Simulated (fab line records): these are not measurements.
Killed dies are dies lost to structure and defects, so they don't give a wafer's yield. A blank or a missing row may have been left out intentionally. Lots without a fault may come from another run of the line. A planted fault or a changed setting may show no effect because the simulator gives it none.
fab line records | flow n5Finfet
[record] lots = 7 | wafers = 21
route steps=1938 shown BEOL_M2@867 BEOL_M3@950 BEOL_M5@1130
startH: start of the lot's first displayed wafer, in hours after the record's first day | waitH: how many hours have passed since the lot's step before this one | " unchanged from the row above | L1.1+2: several wafers, shown together as one row | - no value, or no start given | * or withheld: withheld | < > ~ a bound
route shown NAME@n: names a module that has steps shown in the file, with the first one's number in the route | usual: average and standard deviation across the fault-free wafers | same: alike in all rows | chamber/n: place in a boat | sites: per-site readings | _std_site: standard deviation across them | _edge_site: mean of outer sites minus mean of inner sites | radiusMm: how far each site lies from the wafer's centre | mask NAME#n: copy n | behind: the most recent tool/chamber to have shaped the wafer | hold: cause of the lot's hold/its duration in hours/its outcome | device: whichever transistor did not switch (one of n, p or np) | end of line: the same wafers' tests at the end of the route | a step given without rows: its recipe and nothing more | killed: at the first sort, the dies lost to defects and structure; wafer yield is something else | map: shows each die of a wafer: x if killed, . if not, _ if none is there
set.NAME: the setting the step ran with; set.NAME@STEP: the setting that earlier step ran with | model.NAME: the simulator's own value behind a step, which no gauge read
lots with deliberately changed settings; one table per step, one row per wafer
[[steps]]
[step N5_BEOL_M2_COAT_67]
[recipe] resist = SOC | tempC = 250 | timeS = 60 | spinRpm = 1500 | resistThkNm = 60
lot.wafer  | tool          | chamber | startH | waitH | set.spinRpm | model.SOC_of_BEOL_M2_COAT_67.thkNm
L074.2     | lithoTrack-05 | 0       | 137.06 | 0.0   | 1500        | 59.8
L074.4+5   | "             | 0       | "      | "     | 1500        | 60
L079.1     | lithoTrack-01 | 0       | 162.03 | 0.0   | 1500        | 60.4
L079.2+6   | "             | 0       | "      | "     | 1352        | 63.4
L088.2+4   | lithoTrack-04 | 0       | 212.53 | 0.0   | 1500        | 60.2
L088.6     | "             | 0       | "      | "     | 1500        | 60
L086.2     | lithoTrack-01 | 0       | 215.98 | 0.0   | 1500        | 60.2
L086.5     | "             | 0       | "      | "     | 1500        | 60
L086.6     | "             | 0       | "      | "     | 1424        | 61.6
L087.1+3+4 | lithoTrack-01 | 0       | 218.50 | 0.0   | 1500        | 60
L089.1     | lithoTrack-05 | 0       | 224.28 | 0.0   | 1658        | 56.8
L089.3     | "             | 0       | "      | "     | 1658        | 57
L089.5     | "             | 0       | "      | "     | 1500        | 59.8
L090.3+5   | lithoTrack-01 | 0       | 224.52 | 0.0   | 1354        | 63.4
L090.6     | "             | 0       | "      | "     | 1500        | 60.2
[step N5_BEOL_M2_DESCUM_33]
[recipe] chemistry = O2 | timeS = 7 | sourcePowerW = 50 | biasPowerW = 20 | pressureMtorr = 20 | rfFrequencyHz = 2.712e+07 | tempC = 40 | resist = CAR-EUV | o2FlowSccm = 225
lot.wafer  | tool       | chamber | startH | waitH | set.timeS | model.CAR-EUV_of_BEOL_M2_COAT_22.thkNm
L074.2     | rieDiel-06 | 0       | 137.46 | 0.0   | 5.87      | 26.6
L074.4+5   | "          | 1,2     | "      | "     | 7         | 26
L079.1     | rieDiel-06 | 3       | 162.55 | 0.1   | 7         | 26
L079.2+6   | "          | 1       | "      | "     | 7         | 26.2
L088.2+4+6 | rieDiel-04 | 0,2,0   | 213.06 | 0.0   | 7         | 26.2
L086.2     | rieDiel-06 | 2       | 216.38 | 0.0   | 7         | 26
L086.5     | "          | 3       | "      | "     | 8.167     | 25.4
L086.6     | "          | 0       | "      | "     | 8.167     | 25.6
L087.1+3   | rieDiel-01 | 1,2     | 218.93 | 0.1   | 7         | 26
L087.4     | "          | 3       | "      | "     | 6.023     | 26.6
L089.1+3+5 | rieDiel-04 | 0,1,2   | 224.82 | 0.0   | 7         | 26
L090.3     | rieDiel-01 | 0       | 224.93 | 0.0   | 7.583     | 25.6
L090.5+6   | "          | 1,2     | "      | "     | 7.583     | 25.8
[step N5_BEOL_M2_ETCH_77]
[recipe] chemistry = N2/H2 | target = underlayer | targetDepthA = 65 | maskMaterial = CAR-EUV | timeS = 5.2 | ionEnergyEv = 200 | pressureMtorr = 30 | sourceW = 840 | biasW = 150 | n2FlowSccm = 200 | h2FlowSccm = 200 | ends = cleared
lot.wafer | tool       | chamber | startH | waitH | set.timeS@BEOL_M2_DESCUM_33 | model.CAR-EUV_of_BEOL_M2_COAT_22.thkNm
L074.2    | rieDiel-06 | 0       | 137.50 | 0.0   | 5.87                        | 21
L074.4+5  | "          | 1,2     | "      | "     | 7                           | 20.2
L079.1    | rieDiel-06 | 3       | 162.58 | 0.0   | 7                           | 20.2
L079.2+6  | "          | 1       | "      | "     | 7                           | 20.4
L088.2+6  | rieDiel-04 | 0       | 213.10 | 0.0   | 7                           | 20.6
L088.4    | "          | 2       | "      | "     | 7                           | 20.4
L086.2    | rieDiel-06 | 2       | 216.42 | 0.0   | 7                           | 20.4
L086.5    | "          | 3       | "      | "     | 8.167                       | 19.6
L086.6    | "          | 0       | "      | "     | 8.167                       | 20
L087.1+3  | rieDiel-01 | 1,2     | 218.96 | 0.0   | 7                           | 20.2
L087.4    | "          | 3       | "      | "     | 6.023                       | 21
L089.1    | rieDiel-04 | 0       | 224.85 | 0.0   | 7                           | 20.4
L089.3+5  | "          | 1,2     | "      | "     | 7                           | 20.2
L090.3+5  | rieDiel-01 | 0,1     | 224.96 | 0.0   | 7.583                       | 20
L090.6    | "          | 2       | "      | "     | 7.583                       | 20.2
[step N5_BEOL_M2_ETCH_69]
[recipe] chemistry = CF4 | target = SiARC | targetDepthA = 156 | maskMaterial = CAR-EUV | timeS = 26 | ionEnergyEv = 80 | pressureMtorr = 40 | sourceW = 545 | biasW = 36 | Ar_flow_sccm = 100 | cf4FlowSccm = 100 | ends = cleared
[step N5_BEOL_M2_ALD_98]
[recipe] material = SiO2 | targetThkA = 25 | tempC = 100 | aldPrecursorFamily = BDEAS | aldCoReactant = O2-plasma | pulseTimeS = 1 | coReactantPulseTimeS = 1 | purgeTimeS = 2 | coReactantPurgeTimeS = 2 | aldCycles = 17 | pressureTorr = 2
[step N5_BEOL_M2_ETCHBACK_99]
[recipe] chemistry = CHF3 | target = SiO2 | targetDepthA = 50 | timeS = 10.4 | sourceW = 215 | biasW = 47 | Ar_flow_sccm = 200 | CHF3_flow_sccm = 12 | ionEnergyEv = 100 | pressureMtorr = 30
lot.wafer | tool       | chamber | startH | waitH | set.timeS@BEOL_M2_DESCUM_33 | model.CAR-EUV_of_BEOL_M2_COAT_22.thkNm
L074.2    | rieDiel-06 | 1       | 139.14 | 1.4   | 5.87                        | 11
L074.4    | "          | 0       | "      | "     | 7                           | 10.2
L074.5    | "          | 0       | "      | "     | 7                           | 10.4
L079.1    | rieDiel-04 | 3       | 164.42 | 1.7   | 7                           | 10.2
L079.2    | "          | 1       | "      | "     | 7                           | 10.4
L079.6    | "          | 0       | "      | "     | 7                           | 10.6
L088.2+6  | rieDiel-04 | 2,1     | 214.62 | 1.4   | 7                           | 10.6
L088.4    | "          | 3       | "      | "     | 7                           | 10.4
L086.2    | rieDiel-04 | 1       | 218.55 | 2.0   | 7                           | 10.4
L086.5    | "          | 3       | "      | "     | 8.167                       | 9.8
L086.6    | "          | 0       | "      | "     | 8.167                       | 10
L087.1+3  | rieDiel-04 | 2,1     | 223.46 | 4.4   | 7                           | 10.4
L087.4    | "          | 3       | "      | "     | 6.023                       | 11
L089.1+3  | rieDiel-04 | 3,2     | 231.29 | 6.3   | 7                           | 10.4
L089.5    | "          | 3       | "      | "     | 7                           | 10.2
L090.3    | rieDiel-01 | 3       | 234.85 | 9.7   | 7.583                       | 10
L090.5+6  | "          | 3,2     | "      | "     | 7.583                       | 10.2
[step N5_BEOL_M2_ETCH_70]
[recipe] chemistry = N2/H2 | target = SOC | targetDepthA = 800 | overetchA = 240 | maskMaterial = SiARC | tempC = 40 | timeS = 130 | ionEnergyEv = 200 | pressureMtorr = 30 | sourceW = 840 | biasW = 150 | n2FlowSccm = 200 | h2FlowSccm = 200
lot.wafer | tool       | chamber | startH | waitH | set.spinRpm@BEOL_M2_COAT_67 | model.etch.depthNm
L074.2    | rieDiel-06 | 1       | 139.18 | 0.0   | 1500                        | 59.87
L074.4    | "          | 0       | "      | "     | 1500                        | 59.91
L074.5    | "          | 0       | "      | "     | 1500                        | 59.97
L079.1    | rieDiel-04 | 3       | 164.46 | 0.0   | 1500                        | 60.36
L079.2    | "          | 1       | "      | "     | 1352                        | 63.45
L079.6    | "          | 0       | "      | "     | 1352                        | 63.32
L088.2    | rieDiel-04 | 2       | 214.66 | 0.0   | 1500                        | 60.15
L088.4    | "          | 3       | "      | "     | 1500                        | 60.13
L088.6    | "          | 1       | "      | "     | 1500                        | 59.97
L086.2    | rieDiel-04 | 1       | 218.58 | 0.0   | 1500                        | 60.16
L086.5    | "          | 3       | "      | "     | 1500                        | 59.92
L086.6    | "          | 0       | "      | "     | 1424                        | 61.67
L087.1    | rieDiel-04 | 2       | 223.50 | 0.0   | 1500                        | 59.94
L087.3    | "          | 1       | "      | "     | 1500                        | 60.03
L087.4    | "          | 3       | "      | "     | 1500                        | 60.09
L089.1    | rieDiel-04 | 3       | 231.32 | 0.0   | 1658                        | 56.81
L089.3    | "          | 2       | "      | "     | 1658                        | 56.96
L089.5    | "          | 3       | "      | "     | 1500                        | 59.89
L090.3    | rieDiel-01 | 3       | 234.89 | 0.0   | 1354                        | 63.49
L090.5    | "          | 3       | "      | "     | 1354                        | 63.47
L090.6    | "          | 2       | "      | "     | 1500                        | 60.11
[step N5_BEOL_M2_VIA_ETCH_34]
[recipe] chemistry = C4F6/O2 | targetDepthA = 694 | maskMaterial = SOC | pressureMtorr = 15 | ionEnergyEv = 250 | taperDeg = 4 | timeS = 65.9 | sourceW = 350 | biasW = 170 | Ar_flow_sccm = 300 | C4F6_flow_sccm = 10 | O2_flow_sccm = 10
lot.wafer | tool       | chamber | startH | waitH | set.timeS | set.spinRpm@BEOL_M2_COAT_67 | model.etch.depthNm | model.SOC_of_BEOL_M2_COAT_67.thkNm
L074.2    | rieDiel-06 | 1       | 139.28 | 0.0   | 57.06     | 1500                        | 60.64              | 52.8
L074.4    | "          | 0       | "      | "     | 57.06     | 1500                        | 59.69              | 53
L074.5    | "          | 0       | "      | "     | 65.9      | 1500                        | 68.31              | 52.2
L079.1    | rieDiel-04 | 3       | 164.56 | 0.0   | 65.9      | 1500                        | 68.14              | 52.6
L079.2    | "          | 1       | "      | "     | 65.9      | 1352                        | 67.83              | 55.6
L079.6    | "          | 0       | "      | "     | 65.9      | 1352                        | 71.52              | 54.8
L088.2    | rieDiel-04 | 2       | 214.76 | 0.0   | 65.9      | 1500                        | 70.27              | 52.2
L088.4    | "          | 3       | "      | "     | 65.9      | 1500                        | 68.21              | 52.2
L088.6    | "          | 1       | "      | "     | 65.9      | 1500                        | 68.2               | 52
L086.2    | rieDiel-04 | 1       | 218.69 | 0.0   | 65.9      | 1500                        | 67.67              | 52.4
L086.5    | "          | 3       | "      | "     | 65.9      | 1500                        | 68.24              | 52
L086.6    | "          | 0       | "      | "     | 65.9      | 1424                        | 71.87              | 53
L087.1    | rieDiel-04 | 2       | 223.61 | 0.0   | 74.26     | 1500                        | 79.55              | 51
L087.3    | "          | 1       | "      | "     | 74.26     | 1500                        | 75.93              | 51.2
L087.4    | "          | 3       | "      | "     | 65.9      | 1500                        | 68.13              | 52.2
L089.1    | rieDiel-04 | 3       | 231.43 | 0.0   | 52.91     | 1658                        | 54.66              | 50.6
L089.3    | "          | 2       | "      | "     | 52.91     | 1658                        | 56.81              | 50.6
L089.5    | "          | 3       | "      | "     | 65.9      | 1500                        | 67.9               | 52
L090.3    | rieDiel-01 | 3       | 234.99 | 0.0   | 65.9      | 1354                        | 68.6               | 55.4
L090.5    | "          | 3       | "      | "     | 65.9      | 1354                        | 68.53              | 55.4
L090.6    | "          | 2       | "      | "     | 65.9      | 1500                        | 68.86              | 52
[step N5_BEOL_M3_ETCH_64]
[recipe] chemistry = N2/H2 | target = SOC | targetDepthA = 750 | overetchA = 150 | maskMaterial = SiARC | tempC = 40 | timeS = 112.5 | ionEnergyEv = 200 | pressureMtorr = 30 | sourceW = 840 | biasW = 150 | n2FlowSccm = 200 | h2FlowSccm = 200
lot.wafer | tool       | chamber | startH | waitH | set.timeS | model.SiARC_of_BEOL_M3_COAT_62.thkNm
L074.2+4  | rieDiel-03 | 2,3     | 144.60 | 0.0   | 112.5     | 6.8
L074.5    | "          | 0       | "      | "     | 112.5     | 6.4
L079.1+6  | rieDiel-03 | 0       | 175.23 | 0.0   | 112.5     | 6.4
L079.2    | "          | 1       | "      | "     | 112.5     | 6.6
L088.2    | rieDiel-03 | 2       | 220.61 | 0.0   | 112.5     | 7
L088.4+6  | "          | 0       | "      | "     | 112.5     | 6.4
L086.2    | rieDiel-03 | 0       | 225.02 | 0.0   | 112.5     | 6.4
L086.5    | "          | 3       | "      | "     | 89.66     | 7.8
L086.6    | "          | 0       | "      | "     | 112.5     | 6.6
L087.1    | rieDiel-02 | 1       | 230.90 | 0.0   | 131.9     | 5.6
L087.3    | "          | 2       | "      | "     | 131.9     | 6.2
L087.4    | "          | 3       | "      | "     | 112.5     | 6.8
L089.1    | rieDiel-02 | 0       | 239.57 | 0.0   | 93.41     | 7.2
L089.3    | "          | 1       | "      | "     | 112.5     | 6.6
L089.5    | "          | 0       | "      | "     | 112.5     | 6.4
L090.3+6  | rieDiel-03 | 2       | 242.38 | 0.0   | 101.3     | 7.6
L090.5    | "          | 1       | "      | "     | 112.5     | 6.6
[step N5_BEOL_M3_COAT_67]
[recipe] resist = SOC | tempC = 250 | timeS = 60 | spinRpm = 1500 | resistThkNm = 60
lot.wafer | tool          | chamber | startH | waitH | set.spinRpm | model.SOC_of_BEOL_M3_COAT_67.thkNm
L074.2    | lithoTrack-02 | 0       | 144.98 | 0.0   | 1414        | 61.8
L074.4    | "             | 0       | "      | "     | 1500        | 59.8
L074.5    | "             | 0       | "      | "     | 1500        | 60
L079.1+6  | lithoTrack-05 | 0       | 175.71 | 0.0   | 1427        | 61.6
L079.2    | "             | 0       | "      | "     | 1500        | 60.2
L088.2    | lithoTrack-03 | 0       | 221.08 | 0.0   | 1500        | 60
L088.4+6  | "             | 0       | "      | "     | 1500        | 60.2
L086.2+5  | lithoTrack-05 | 0       | 225.50 | 0.0   | 1500        | 59.8
L086.6    | "             | 0       | "      | "     | 1643        | 57.2
L087.1    | lithoTrack-02 | 0       | 231.60 | 0.0   | 1500        | 60
L087.3    | "             | 0       | "      | "     | 1412        | 61.8
L087.4    | "             | 0       | "      | "     | 1412        | 62
L089.1+5  | lithoTrack-03 | 0       | 239.95 | 0.0   | 1500        | 60
L089.3    | "             | 0       | "      | "     | 1631        | 57.6
L090.3    | lithoTrack-03 | 0       | 242.77 | 0.0   | 1500        | 60.2
L090.5+6  | "             | 0       | "      | "     | 1500        | 60
[step N5_BEOL_M3_COAT_68]
[recipe] resist = SiARC | tempC = 220 | timeS = 60 | spinRpm = 1500 | resistThkNm = 12
[step N5_BEOL_M3_COAT_76]
[recipe] resist = underlayer | tempC = 205 | timeS = 60 | spinRpm = 1500 | resistThkNm = 5
[step N5_BEOL_M3_ALD_98]
[recipe] material = SiO2 | targetThkA = 25 | tempC = 100 | aldPrecursorFamily = BDEAS | aldCoReactant = O2-plasma | pulseTimeS = 1 | coReactantPulseTimeS = 1 | purgeTimeS = 2 | coReactantPurgeTimeS = 2 | aldCycles = 17 | pressureTorr = 2
[step N5_BEOL_M3_ETCHBACK_99]
[recipe] chemistry = CHF3 | target = SiO2 | targetDepthA = 50 | timeS = 10.4 | sourceW = 215 | biasW = 47 | Ar_flow_sccm = 200 | CHF3_flow_sccm = 12 | ionEnergyEv = 100 | pressureMtorr = 30
[step N5_BEOL_M3_ETCH_70]
[recipe] chemistry = N2/H2 | target = SOC | targetDepthA = 800 | overetchA = 160 | maskMaterial = SiARC | tempC = 40 | timeS = 120 | ionEnergyEv = 200 | pressureMtorr = 30 | sourceW = 840 | biasW = 150 | n2FlowSccm = 200 | h2FlowSccm = 200
lot.wafer | tool       | chamber | startH | waitH | set.spinRpm@BEOL_M3_COAT_67 | model.etch.depthNm
L074.2    | rieDiel-05 | 2       | 152.15 | 0.0   | 1414                        | 61.72
L074.4    | "          | 0       | "      | "     | 1500                        | 59.83
L074.5    | "          | 2       | "      | "     | 1500                        | 59.94
L079.1    | rieDiel-02 | 0       | 183.33 | 0.0   | 1427                        | 61.69
L079.2    | "          | 2       | "      | "     | 1500                        | 60.1
L079.6    | "          | 2       | "      | "     | 1427                        | 61.56
L088.2    | rieDiel-03 | 3       | 226.89 | 0.0   | 1500                        | 60.07
L088.4    | "          | 2       | "      | "     | 1500                        | 60.27
L088.6    | "          | 0       | "      | "     | 1500                        | 60.28
L086.2    | rieDiel-05 | 1       | 231.26 | 0.0   | 1500                        | 59.89
L086.5    | "          | 1       | "      | "     | 1500                        | 59.82
L086.6    | "          | 0       | "      | "     | 1643                        | 57.24
L087.1    | rieDiel-02 | 3       | 236.57 | 0.0   | 1500                        | 60
L087.3    | "          | 0       | "      | "     | 1412                        | 61.78
L087.4    | "          | 2       | "      | "     | 1412                        | 61.95
L090.3    | rieDiel-02 | 0       | 244.36 | 0.0   | 1500                        | 60.24
L090.5    | "          | 1       | "      | "     | 1500                        | 59.91
L090.6    | "          | 0       | "      | "     | 1500                        | 60.03
L089.1    | rieDiel-02 | 3       | 247.56 | 0.0   | 1500                        | 59.92
L089.3    | "          | 0       | "      | "     | 1631                        | 57.6
L089.5    | "          | 3       | "      | "     | 1500                        | 60.09
[step N5_BEOL_M3_STRIP_71]
[recipe] chemistry = N2/H2 | tempC = 40 | n2FlowSccm = 200 | h2FlowSccm = 200 | rfFrequencyHz = 6e+07
[step N5_BEOL_M3_STRIP_78]
[recipe] chemistry = N2/H2 | tempC = 40 | n2FlowSccm = 200 | h2FlowSccm = 200 | rfFrequencyHz = 6e+07
[step N5_BEOL_M3_VIA_ETCH_34]
[recipe] chemistry = C4F6/O2 | targetDepthA = 694 | maskMaterial = SOC | pressureMtorr = 15 | ionEnergyEv = 250 | taperDeg = 4 | timeS = 65.9 | sourceW = 350 | biasW = 170 | Ar_flow_sccm = 300 | C4F6_flow_sccm = 10 | O2_flow_sccm = 10
lot.wafer | tool       | chamber | startH | waitH | set.spinRpm@BEOL_M3_COAT_67 | model.SOC_of_BEOL_M3_COAT_67.thkNm
L074.2    | rieDiel-05 | 2       | 152.25 | 0.0   | 1414                        | 53.6
L074.4    | "          | 0       | "      | "     | 1500                        | 52
L074.5    | "          | 2       | "      | "     | 1500                        | 51.8
L079.1    | rieDiel-02 | 0       | 183.43 | 0.0   | 1427                        | 53.2
L079.2    | "          | 2       | "      | "     | 1500                        | 52
L079.6    | "          | 2       | "      | "     | 1427                        | 53.4
L088.2    | rieDiel-03 | 3       | 226.99 | 0.0   | 1500                        | 51.8
L088.4    | "          | 2       | "      | "     | 1500                        | 52.2
L088.6    | "          | 0       | "      | "     | 1500                        | 52
L086.2+5  | rieDiel-05 | 1       | 231.36 | 0.0   | 1500                        | 52.2
L086.6    | "          | 0       | "      | "     | 1643                        | 49.4
L087.1    | rieDiel-02 | 3       | 236.67 | 0.0   | 1500                        | 52
L087.3    | "          | 0       | "      | "     | 1412                        | 53.2
L087.4    | "          | 2       | "      | "     | 1412                        | 53.8
L090.3    | rieDiel-02 | 0       | 244.46 | 0.0   | 1500                        | 51.6
L090.5    | "          | 1       | "      | "     | 1500                        | 51.8
L090.6    | "          | 0       | "      | "     | 1500                        | 51.4
L089.1    | rieDiel-02 | 3       | 247.66 | 0.0   | 1500                        | 51.8
L089.3    | "          | 0       | "      | "     | 1631                        | 49
L089.5    | "          | 3       | "      | "     | 1500                        | 52
[step N5_BEOL_M5_ETCH_72]
[recipe] chemistry = N2/H2 | target = underlayer | targetDepthA = 65 | maskMaterial = CAR-EUV | timeS = 5.2 | ionEnergyEv = 200 | pressureMtorr = 30 | sourceW = 840 | biasW = 150 | n2FlowSccm = 200 | h2FlowSccm = 200 | ends = cleared
[usual] rfVppV = 523.8/2.2
lot.wafer | tool       | chamber | startH | waitH | set.biasW | rfVppV
L074.2    | rieDiel-03 | 0       | 168.42 | 0.0   | 161.1     | 547.3
L074.4    | "          | 1       | "      | "     | 161.1     | 548.1
L074.5    | "          | 3       | "      | "     | 150       | 525.8
L079.1    | rieDiel-05 | 0       | 199.11 | 0.0   | 150       | 522.6
L079.2    | "          | 3       | "      | "     | 125       | 463.8
L079.6    | "          | 1       | "      | "     | 150       | 526.3
L086.2    | rieDiel-03 | 2       | 250.23 | 0.0   | 150       | 526.7
L086.5    | "          | 3       | "      | "     | 150       | 524.4
L086.6    | "          | 2       | "      | "     | 150       | 525.4
L088.2    | rieDiel-05 | 3       | 250.41 | 0.0   | 150       | 520.6
L088.4    | "          | 2       | "      | "     | 150       | 524.8
L088.6    | "          | 0       | "      | "     | 150       | 525.1
L087.1    | rieDiel-05 | 1       | 258.97 | 0.0   | 150       | 525.7
L087.3    | "          | 3       | "      | "     | 150       | 519.5
L087.4    | "          | 2       | "      | "     | 160.4     | 547.6
L090.3    | rieDiel-05 | 2       | 266.34 | 0.0   | 150       | 525.8
L090.5    | "          | 2       | "      | "     | 142.4     | 508.6
L090.6    | "          | 1       | "      | "     | 142.4     | 511.1
L089.1    | rieDiel-05 | 2       | 267.51 | 0.0   | 150       | 524.5
L089.3    | "          | 0       | "      | "     | 150       | 522.5
L089.5    | "          | 0       | "      | "     | 140.8     | 504.8
[step N5_BEOL_M5_COAT_22]
[recipe] resist = CAR-EUV | spinRpm = 1500 | resistThkNm = 30
lot.wafer  | tool          | chamber | startH | waitH | set.spinRpm | model.CAR-EUV_of_BEOL_M5_COAT_22.thkNm
L074.2+4   | lithoTrack-05 | 0       | -      | -     | 1500        | 29.8
L074.5     | "             | 0       | "      | "     | 1500        | 30
L079.1     | lithoTrack-01 | 0       | -      | -     | 1500        | 30
L079.2+6   | "             | 0       | "      | "     | 1430        | 30.8
L086.2+6   | lithoTrack-05 | 0       | -      | -     | 1500        | 30
L086.5     | "             | 0       | "      | "     | 1371        | 31.2
L088.2+4+6 | lithoTrack-01 | 0       | -      | -     | 1500        | 30
L087.1+4   | lithoTrack-05 | 0       | -      | -     | 1500        | 30
L087.3     | "             | 0       | "      | "     | 1368        | 31.4
L090.3+5+6 | lithoTrack-01 | 0       | -      | -     | 1500        | 30
L089.1+5   | lithoTrack-02 | 0       | -      | -     | 1547        | 29.6
L089.3     | "             | 0       | "      | "     | 1500        | 30
[step N5_BEOL_M5_EBR_24]
[recipe] solvent = PGMEA | ebrWidthMm = 1.5
[step N5_BEOL_M5_SOFTBAKE_23]
[recipe] tempC = 110 | timeS = 60 | resist = CAR-EUV
[step N5_BEOL_M5_DESCUM_33]
[recipe] chemistry = O2 | timeS = 7 | sourcePowerW = 50 | biasPowerW = 20 | pressureMtorr = 20 | rfFrequencyHz = 2.712e+07 | tempC = 40 | resist = CAR-EUV | o2FlowSccm = 225
[step N5_BEOL_M5_ETCH_75]
[recipe] chemistry = N2/H2 | target = underlayer | targetDepthA = 65 | maskMaterial = CAR-EUV | timeS = 5.2 | ionEnergyEv = 200 | pressureMtorr = 30 | sourceW = 840 | biasW = 150 | n2FlowSccm = 200 | h2FlowSccm = 200 | ends = cleared
lot.wafer  | tool       | chamber | startH | waitH | set.spinRpm@BEOL_M5_COAT_22 | model.CAR-EUV_of_BEOL_M5_COAT_22.thkNm
L074.2+4+5 | rieDiel-03 | 1,2,3   | 169.44 | 0.0   | 1500                        | 20.2
L079.1     | rieDiel-03 | 1       | 200.43 | 0.0   | 1500                        | 20.4
L079.2     | "          | 3       | "      | "     | 1430                        | 21.2
L079.6     | "          | 3       | "      | "     | 1430                        | 21
L086.2     | rieDiel-03 | 3       | 251.70 | 0.0   | 1500                        | 20.2
L086.5     | "          | 2       | "      | "     | 1371                        | 21.6
L086.6     | "          | 3       | "      | "     | 1500                        | 20.4
L088.2     | rieDiel-03 | 2       | 252.27 | 0.0   | 1500                        | 20.2
L088.4+6   | "          | 3       | "      | "     | 1500                        | 20.4
L087.1     | rieDiel-03 | 3       | 261.99 | 0.0   | 1500                        | 20.4
L087.3     | "          | 1       | "      | "     | 1368                        | 21.8
L087.4     | "          | 0       | "      | "     | 1500                        | 20.2
L090.3+5+6 | rieDiel-02 | 1,2,1   | 267.76 | 0.0   | 1500                        | 20.4
L089.1+5   | rieDiel-03 | 1,3     | 268.91 | 0.0   | 1547                        | 19.8
L089.3     | "          | 3       | "      | "     | 1500                        | 20.2
[[key]]
[split] step = N5_BEOL_M2_COAT_67 | setting = spinRpm | stated = 1500 | by = wafer
[response] step = N5_BEOL_M2_COAT_67 | reading = model.SOC_of_BEOL_M2_COAT_67.thkNm | change = -0.301 | per = 1% | r = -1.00
[response] step = N5_BEOL_M2_ETCH_70 | reading = model.etch.depthNm | change = -0.312 | per = 1% | r = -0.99
[response] step = N5_BEOL_M2_VIA_ETCH_34 | reading = model.SOC_of_BEOL_M2_COAT_67.thkNm | change = -0.236 | per = 1% | r = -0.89
[split] step = N5_BEOL_M2_DESCUM_33 | setting = timeS | stated = 7 | by = wafer
[response] step = N5_BEOL_M2_DESCUM_33 | reading = model.CAR-EUV_of_BEOL_M2_COAT_22.thkNm | change = -0.036 | per = 1% | r = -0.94
[response] step = N5_BEOL_M2_ETCH_77 | reading = model.CAR-EUV_of_BEOL_M2_COAT_22.thkNm | change = -0.0465 | per = 1% | r = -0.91
[response] step = N5_BEOL_M2_ETCHBACK_99 | reading = model.CAR-EUV_of_BEOL_M2_COAT_22.thkNm | change = -0.0382 | per = 1% | r = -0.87
[split] step = N5_BEOL_M2_VIA_ETCH_34 | setting = timeS | stated = 65.9 | by = wafer
[response] step = N5_BEOL_M2_VIA_ETCH_34 | reading = model.etch.depthNm | change = +0.646 | per = 1% | r = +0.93
[split] step = N5_BEOL_M3_ETCH_64 | setting = timeS | stated = 112.5 | by = wafer
[response] step = N5_BEOL_M3_ETCH_64 | reading = model.SiARC_of_BEOL_M3_COAT_62.thkNm | change = -0.0581 | per = 1% | r = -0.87
[split] step = N5_BEOL_M3_COAT_67 | setting = spinRpm | stated = 1500 | by = wafer
[response] step = N5_BEOL_M3_COAT_67 | reading = model.SOC_of_BEOL_M3_COAT_67.thkNm | change = -0.289 | per = 1% | r = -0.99
[response] step = N5_BEOL_M3_ETCH_70 | reading = model.etch.depthNm | change = -0.29 | per = 1% | r = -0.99
[response] step = N5_BEOL_M3_VIA_ETCH_34 | reading = model.SOC_of_BEOL_M3_COAT_67.thkNm | change = -0.298 | per = 1% | r = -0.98
[split] step = N5_BEOL_M5_ETCH_72 | setting = biasW | stated = 150 | by = wafer
[response] step = N5_BEOL_M5_ETCH_72 | reading = rfVppV | change = +3.47 | per = 1% | r = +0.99
[split] step = N5_BEOL_M5_COAT_22 | setting = spinRpm | stated = 1500 | by = wafer
[response] step = N5_BEOL_M5_COAT_22 | reading = model.CAR-EUV_of_BEOL_M5_COAT_22.thkNm | change = -0.151 | per = 1% | r = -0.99
[response] step = N5_BEOL_M5_ETCH_75 | reading = model.CAR-EUV_of_BEOL_M5_COAT_22.thkNm | change = -0.158 | per = 1% | r = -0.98
